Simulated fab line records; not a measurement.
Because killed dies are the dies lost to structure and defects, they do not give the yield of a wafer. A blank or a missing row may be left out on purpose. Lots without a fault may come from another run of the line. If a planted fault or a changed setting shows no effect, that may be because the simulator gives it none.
fab line records | flow nandHarc
[record] lots = 12 wafers = 36 lastDay = 24
route steps=1159 shown P_BONDPAD@374 A_ZERO_WELL@406 A_SOURCE_PLATE@423 A_ONON_D1@425 END@1159
lots with no fault: from the same line, run without faults
startH: hours from the record's first day to the start of the lot's first wafer shown | waitH: hours from the lot's prior step to this one | " unchanged from the row above | L1.1+2: a row that stands for several wafers | - no value, or no start was given | * or withheld: withheld | < > ~ a bound
route shown NAME@n: NAME is a module with steps in the file, n the number in the route of the first one | usual: mean/standard deviation taken from wafers without a fault | same: alike in all rows | chamber/n: place in a boat | sites: the reading at each site | _std_site: the values' standard deviation | _edge_site: outer sites' mean less inner sites' | radiusMm: for every site, how far away it sits from the centre of the wafer | mask NAME#n: copy n | behind: the last tool/chamber to shape the wafer | hold: why the lot went on hold/how many hours it stayed there/how the hold came to an end | device: transistor that didn't switch, given as n, p or np | end of line: the route-end tests of the same wafers | for a step that has no rows: nothing shown but its recipe | killed: dies that structure and defects cost at the first sort, which is not the same as the wafer's yield | map: dies across one wafer; x = killed, . = not, _ = none there
set.NAME: the setting the step ran with; set.NAME@STEP: the setting that earlier step ran with | model.NAME: the simulator's own value behind a step, which no gauge read
a sample of lots followed through the steps of the route, with each step as a table and each wafer as a row
services: when a tool's chamber went out of use (startH, in hours from the record's first day, below 0 if earlier), for how many hours, and the reason
[[steps]]
[step NHARC_P_BONDPAD_DEGAS_25]
[recipe] tempC = 300 timeS = 60
[usual] heaterPowerW = 477/55
// columns lot.wafer tool chamber startH waitH heaterPowerW
L703.3 pvdSputter-01 - 144.55 - 593
L703.2 " - " " 397
L703.5 " - " " 599
L704.2 pvdSputter-01 - 145.83 - 427
L704.4 " - " " 599
L704.5 " - " " 433
L705.3 pvdSputter-01 - 146.32 - 496
L705.4 " - " " 600
L705.6 " - " " 597
L707.3 pvdSputter-02 - 163.02 - 500
L707.2 " - " " 497
L707.6 " - " " 506
L708.4 pvdSputter-02 - 165.96 - 399
L708.2 " - " " 474
L708.6 " - " " 507
L709.1 pvdSputter-02 - 166.16 - 480
L709.2 " - " " 400
L709.4 " - " " 506
L712.1 pvdSputter-02 - 181.06 - 513
L712.2 " - " " 489
L712.6 " - " " 501
L713.1 pvdSputter-03 - 198.42 - 489
L713.4 " - " " 439
L713.5 " - " " 485
L714.1 pvdSputter-03 - 208.92 - 466
L714.4 " - " " 438
L714.6 " - " " 502
L716.3 pvdSputter-03 - 226.96 - 497
L716.2 " - " " 423
L716.6 " - " " 445
L723.1 pvdSputter-02 - 259.68 - 399
L723.3 " - " " 523
L723.6 " - " " 420
L724.4 pvdSputter-01 - 261.73 - 495
L724.2 " - " " 470
L724.5 " - " " 504
[step NHARC_A_ZERO_WELL_STRIP_14]
[recipe] timeS = 900 tempC = 130 chemistry = SPM
[usual] tempC = 130.00/0.14
// columns lot.wafer tool chamber startH waitH tempC
L703.3 wetBench-05 7 148.25 - 130.10
L703.5 " 0 " " 130.23
L703.2 " 3 " " 129.94
L704.5 wetBench-02 0 149.41 - 129.80
L704.4 " 2 " " 130.05
L704.2 " 4 " " 130.16
L705.4 wetBench-05 7 149.81 - 130.04
L705.3 " 1 " " 130.00
L705.6 " 3 " " 130.22
L707.2 wetBench-01 5 166.61 - 130.16
L707.6 " 6 " " 129.99
L707.3 " 7 " " 129.84
L708.2 wetBench-05 7 169.59 - 129.72
L708.6 " 1 " " 129.95
L708.4 " 3 " " 130.14
L709.1 wetBench-05 1 169.75 - 129.95
L709.4 " 4 " " 129.91
L709.2 " 5 " " 130.12
L712.2 wetBench-05 0 185.01 - 130.28
L712.6 " 1 " " 129.95
L712.1 " 3 " " 130.23
L713.1 wetBench-02 6 201.97 - 130.01
L713.4 " 7 " " 129.93
L713.5 " 3 " " 129.73
L714.4 wetBench-05 2 212.41 - 129.87
L714.1 " 4 " " 130.02
L714.6 " 6 " " 129.92
L716.3 wetBench-02 4 230.27 - 130.02
L716.2 " 5 " " 130.04
L716.6 " 6 " " 130.04
L723.6 wetBench-01 2 263.09 - 129.90
L723.1 " 4 " " 130.11
L723.3 " 6 " " 129.96
L724.2 wetBench-05 4 265.25 - 130.08
L724.4 " 5 " " 129.98
L724.5 " 6 " " 130.08
[step NHARC_A_ZERO_WELL_RTA_16]
[recipe] tempC = 1000 timeS = 10
[usual] lampPowerPct = 30.49/0.1 wafer_temp_C_max = 1004.4/1.3
// columns lot.wafer tool chamber startH waitH lampPowerPct wafer_temp_C_max
L703.2 rtpAnneal-01 0 149.08 0.1 30.59 1005.7
L703.3 " 0 " " 30.56 1007.7
L703.5 " 0 " " 30.60 1004.3
L704.2 rtpAnneal-01 0 150.21 - 30.59 1004.5
L704.4 " 0 " " 30.65 1008.6
L704.5 " 0 " " 30.54 1005.2
L705.3 rtpAnneal-01 0 150.65 0.2 30.62 1007.6
L705.4 " 0 " " 30.58 1005.6
L705.6 " 0 " " 30.64 1005.2
L707.2 rtpAnneal-02 0 167.41 - 30.43 1003.8
L707.3 " 0 " " 30.44 1004.4
L707.6 " 0 " " 30.39 1004.2
L708.2 rtpAnneal-02 0 170.53 0.3 30.41 1003.8
L708.4 " 0 " " 30.44 1003.4
L708.6 " 0 " " 30.36 1003.2
L709.1 rtpAnneal-01 0 170.54 - 30.57 1005.2
L709.2 " 0 " " 30.57 1006.0
L709.4 " 0 " " 30.51 1004.8
L712.1 rtpAnneal-01 0 185.78 - 30.57 1006.1
L712.2 " 0 " " 30.58 1005.5
L712.6 " 0 " " 30.57 1003.8
L713.1 rtpAnneal-02 0 202.73 - 30.45 1002.9
L713.4 " 0 " " 30.42 1002.5
L713.5 " 0 " " 30.35 1003.0
L714.1 rtpAnneal-02 0 213.15 - 30.35 1004.3
L714.4 " 0 " " 30.44 1003.3
L714.6 " 0 " " 30.38 1002.3
L716.2 rtpAnneal-02 0 231.05 - 30.35 1002.7
L716.3 " 0 " " 30.38 1003.5
L716.6 " 0 " " 30.37 1004.4
L723.1 rtpAnneal-01 0 263.94 0.1 30.50 1006.0
L723.3 " 0 " " 30.57 1005.2
L723.6 " 0 " " 30.56 1004.4
L724.2 rtpAnneal-01 0 266.06 0.1 30.58 1006.6
L724.4 " 0 " " 30.54 1004.8
L724.5 " 0 " " 30.56 1005.5
[step NHARC_A_ZERO_WELL_INSPECT_17]
[usual] rawDefectCount = 11/5.8
// columns lot.wafer tool chamber startH waitH rawDefectCount
L703.2 defectInspect-02 - 149.25 0.1 5
L703.3 " - " " 12
L703.5 " - " " 4
L704.2 defectInspect-02 - 150.38 0.1 10
L704.4 " - " " 15
L704.5 " - " " 7
L705.3 defectInspect-01 - 150.79 0.1 14
L705.4 " - " " 5
L705.6 " - " " 7
L707.2 defectInspect-01 - 167.58 0.1 10
L707.3 " - " " 8
L707.6 " - " " 10
L708.2 defectInspect-02 - 170.70 0.1 27
L708.4 " - " " 21
L708.6 " - " " 27
L709.1 defectInspect-02 - 170.73 0.2 3
L709.2 " - " " 7
L709.4 " - " " 6
L712.1 defectInspect-02 - 185.97 0.2 10
L712.2 " - " " 7
L712.6 " - " " 7
L713.1 defectInspect-01 - 202.93 0.2 18
L713.4 " - " " 14
L713.5 " - " " 12
L714.1 defectInspect-02 - 213.35 0.2 21
L714.4 " - " " 13
L714.6 " - " " 20
L716.2 defectInspect-01 - 231.22 0.1 11
L716.3 " - " " 33
L716.6 " - " " 1075
L723.1 defectInspect-02 - 264.13 0.2 8
L723.3 " - " " 20
L723.6 " - " " 25
L724.2 defectInspect-01 - 266.23 0.1 8
L724.4 " - " " 9
L724.5 " - " " 7
[step NHARC_A_SOURCE_PLATE_INSPECT_08]
[usual] rawDefectCount = 63/26
// columns lot.wafer tool chamber startH waitH rawDefectCount
L705.3 defectInspect-02 - 172.12 0.0 128
L705.4 " - " " 58
L705.6 " - " " 65
L703.2 defectInspect-02 - 172.12 0.0 28
L703.3 " - " " 32
L703.5 " - " " 25
L704.2 defectInspect-02 - 172.12 0.0 22
L704.4 " - " " 32
L704.5 " - " " 29
L707.2 defectInspect-02 - 187.78 0.0 48
L707.3 " - " " 54
L707.6 " - " " 56
L708.2 defectInspect-02 - 191.29 0.0 79
L708.4 " - " " 67
L708.6 " - " " 74
L709.1 defectInspect-02 - 191.31 0.1 69
L709.2 " - " " 99
L709.4 " - " " 115
L712.1 defectInspect-01 - 207.22 0.0 82
L712.2 " - " " 50
L712.6 " - " " 42
L713.1 defectInspect-01 - 224.57 0.0 90
L713.4 " - " " 57
L713.5 " - " " 96
L714.1 defectInspect-02 - 234.07 0.0 88
L714.4 " - " " 32
L714.6 " - " " 51
L716.2 defectInspect-01 - 252.05 0.0 66
L716.3 " - " " 64
L716.6 " - " " 1187
L724.2 defectInspect-01 - 285.01 0.0 55
L724.4 " - " " 49
L724.5 " - " " 86
L723.1 defectInspect-02 - 285.03 0.0 131
L723.3 " - " " 59
L723.6 " - " " 150
[step NHARC_A_ONON_D1_THK_MEAS_02]
[recipe] thkMeasGauge = ellipsometry
[usual] thkNm = 999/8
// columns lot.wafer tool chamber startH waitH thkNm
L705.3 filmMetro-01 - 172.69 - 1003
L705.4 " - " " 1003
L705.6 " - " " 1005
L703.2 filmMetro-02 - 172.70 - 1008
L703.3 " - " " 1011
L703.5 " - " " 1007
L704.2 filmMetro-01 - 172.70 - 1005
L704.4 " - " " 1006
L704.5 " - " " 1005
L707.2 filmMetro-02 - 188.35 - 1001
L707.3 " - " " 1002
L707.6 " - " " 1002
L708.2 filmMetro-02 - 191.87 - 992
L708.4 " - " " 991
L708.6 " - " " 994
L709.1 filmMetro-01 - 191.88 - 976
L709.2 " - " " 977
L709.4 " - " " 978
L712.1 filmMetro-01 - 207.80 - 1005
L712.2 " - " " 1004
L712.6 " - " " 1005
L713.1 filmMetro-02 - 225.15 - 996
L713.4 " - " " 993
L713.5 " - " " 995
L714.1 filmMetro-02 - 234.65 - 1005
L714.4 " - " " 1004
L714.6 " - " " 1005
L716.2 filmMetro-01 - 252.63 - 998
L716.3 " - " " 997
L716.6 " - " " 998
L724.2 filmMetro-02 - 285.59 - 995
L724.4 " - " " 996
L724.5 " - " " 996
L723.1 filmMetro-02 - 285.61 - 999
L723.3 " - " " 998
L723.6 " - " " 999
[step NHARC_END_SORT_01]
[recipe] tempC = 25
[usual] killedAtArray = 25/10 killedAtOther = 0.6/0.91 killedAtPeriphery = 3.6/2.9 killedDies = 29/10 killedOpen = 3.3/2 killedShort = 1.9/1.5
[same] grossDies = 677
// columns lot.wafer tool chamber startH waitH killedAtArray killedAtOther killedAtPeriphery killedDies killedOpen killedShort
L716.2 prober-02 0 533.20 2.8 55 0 3 58 7 0
L716.3 prober-02 0 533.99 3.1 49 0 0 49 2 1
L716.6 prober-02 0 536.37 4.0 140 0 0 140 1 1
// killed by level:class
L716.2 A_CHANNEL_HOLE_D1:chamberFilmFlake=25 A_SLIT:chamberFilmFlake=13 A_ZERO_WELL:chamberFilmFlake=4 A_STAIRCASE:chamberFilmFlake=4 A_WL_FILL:chamberFilmFlake=3 P_STI:geometricParticle:open=1 P_GATE:geometricParticle:open=1 A_ONON_D1:geometricParticle:open=1
L716.3 A_CHANNEL_HOLE_D1:chamberFilmFlake=16 A_SLIT:chamberFilmFlake=13 A_CONTACT:chamberFilmFlake=7 A_STAIRCASE:chamberFilmFlake=5 A_ZERO_WELL:chamberFilmFlake=2 A_WL_FILL:chamberFilmFlake=2 A_CHANNEL_HOLE_D1:geometricParticle:short=1 A_CONTACT:geometricParticle:open=1
L716.6 A_ZERO_WELL:unspecified=104 A_SLIT:chamberFilmFlake=15 A_CHANNEL_HOLE_D1:chamberFilmFlake=10 A_STAIRCASE:chamberFilmFlake=3 A_WL_FILL:chamberFilmFlake=3 A_CONTACT:chamberFilmFlake=3 A_CHANNEL_FILL_D1:geometricParticle:short=1 A_CONTACT:geometricParticle:open=1
[[services]]
// columns tool chamber startH hours kind
pvdSputter-02 - 143.62 3.0 repair
pvdSputter-01 - 158.02 10.0 pm
pvdSputter-03 - 160.72 0.7 repair
pvdSputter-03 - 163.43 1.7 repair
wetBench-02 - 180.19 8.0 pm
wetBench-05 - 196.80 8.0 pm
wetBench-05 0 204.80 - consumableReplace:bath
wetBench-05 0 204.80 - consumableReplace:filter
wetBench-05 1 204.80 - consumableReplace:bath
wetBench-05 1 204.80 - consumableReplace:filter
wetBench-05 2 204.80 - consumableReplace:bath
wetBench-05 2 204.80 - consumableReplace:filter
wetBench-05 3 204.80 - consumableReplace:bath
wetBench-05 3 204.80 - consumableReplace:filter
wetBench-05 4 204.80 - consumableReplace:bath
wetBench-05 4 204.80 - consumableReplace:filter
wetBench-05 5 204.80 - consumableReplace:bath
wetBench-05 5 204.80 - consumableReplace:filter
wetBench-05 6 204.80 - consumableReplace:bath
wetBench-05 6 204.80 - consumableReplace:filter
wetBench-05 7 204.80 - consumableReplace:bath
wetBench-01 - 213.60 8.0 pm
pvdSputter-02 - 214.00 10.0 pm
pvdSputter-03 - 234.53 9.4 repair
[[key]]
[firstSign] step = NHARC_A_ZERO_WELL_INSPECT_17 reading = rawDefectCount direction = up sigmas = 99+ usual = 11 struck = 1075
[effect] step = NHARC_A_SOURCE_PLATE_INSPECT_08 reading = rawDefectCount direction = up sigmas = 44 usual = 63 struck = 1187
[effect] step = NHARC_END_SORT_01 reading = killedAtArray direction = up sigmas = 11 usual = 25 struck = 140
[moreKillsBornAt] NHARC_A_ZERO_WELL_STRIP_14@wetBench-02 = 104
metAt NHARC_A_ZERO_WELL_STRIP_14
struckLots L716
struckWafers L716.6
testerLeftOut L716
notActingAt NHARC_P_BONDPAD_DEGAS_25,NHARC_A_ZERO_WELL_RTA_16,NHARC_A_ONON_D1_THK_MEAS_02
onsetBetween 201.97 230.27
[fault] kind = chamberParticleSource tool = wetBench-02 chamber = 6 onsetH = 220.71 steps = NHARC_A_ZERO_WELL_STRIP_14 ratePerVisitCm2 = 1.628 endH = 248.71
// testerLeftOut: of these lots the tester's yield and bins aren't shown, on N5 and GAA mostly nor the transistor test; their killed dies are dies lost to structure and defects alone, not to doping, threshold or leakage, so they don't give the yield
